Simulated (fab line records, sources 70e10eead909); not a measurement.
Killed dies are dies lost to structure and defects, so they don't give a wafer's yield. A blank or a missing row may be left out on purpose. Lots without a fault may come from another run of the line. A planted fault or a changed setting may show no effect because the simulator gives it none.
Which tool did it? | flow nand_harc | 12 lots, 36 wafers sampled, at 2 steps of a route of 1159

WHAT THE GAUGES READ, wafer by wafer
NHARC_P_BONDPAD_THK_MEAS_20: measures by xrf.
lot  | measured     | on            | thk_nm (nm)
L076 | day 6 17:13  | film_metro-01 | 158.9 160.0 161.6
L078 | day 7 11:07  | film_metro-01 | 159.8 159.1 160.9
L079 | day 7 21:08  | film_metro-01 | 163.0 161.6 161.7
L081 | day 8 07:16  | film_metro-02 | 160.5 161.2 160.7
L084 | day 8 21:17  | film_metro-02 | 162.6 161.7 160.2
L085 | day 9 04:35  | film_metro-02 | 160.6 161.7 160.1
L087 | day 9 17:31  | film_metro-02 | 162.8 161.9 162.0
L089 | day 10 11:41 | film_metro-01 | 163.8 158.9 158.9
L091 | day 10 20:03 | film_metro-01 | 159.4 159.9 158.9
L093 | day 11 11:32 | film_metro-02 | 161.4 160.3 158.2
L095 | day 11 18:07 | film_metro-02 | 161.4 159.1 160.8
L096 | day 11 22:22 | film_metro-02 | 160.8 161.8 161.4

WHICH TOOL RAN EACH LOT (tool, then ch and the chambers of the sampled wafers, then the start)
lot  | NHARC_P_BONDPAD_ANNEAL_28
L076 | rtp_anneal-01 ch 0, day 6 16:43
L078 | rtp_anneal-01 ch 0, day 7 10:31
L079 | rtp_anneal-02 ch 0, day 7 20:38
L081 | rtp_anneal-02 ch 0, day 8 06:36
L084 | rtp_anneal-02 ch 0, day 8 20:37
L085 | rtp_anneal-02 ch 0, day 9 03:55
L087 | rtp_anneal-01 ch 0, day 9 16:32
L089 | rtp_anneal-02 ch 0, day 10 11:01
L091 | rtp_anneal-01 ch 0, day 10 19:23
L093 | rtp_anneal-02 ch 0, day 11 10:55
L095 | rtp_anneal-02 ch 0, day 11 17:25
L096 | rtp_anneal-01 ch 0, day 11 21:44
- NHARC_P_BONDPAD_ANNEAL_28: time 90 s.

THE ANSWER, worked out from the rows above alone
Rule: what is usual is taken from the lots themselves. Put in order of their means at a reading, lots are off if they are a third of the lots or fewer, leave a main group of 4 or more, and stand apart from it by a gap of 3 or more times the standard deviation of the main group's means; of several such gaps the widest counts. A main group whose means are all the same, to the digits that the tables above print for the reading, isn't used. A lot without any number at a reading at which 4 lots or more have one is off too. The other lots that the step has rows for count as sound.
No lot is off at any reading shown: from this, nothing can be told.

WHAT THE SIMULATOR HAD PUT IN
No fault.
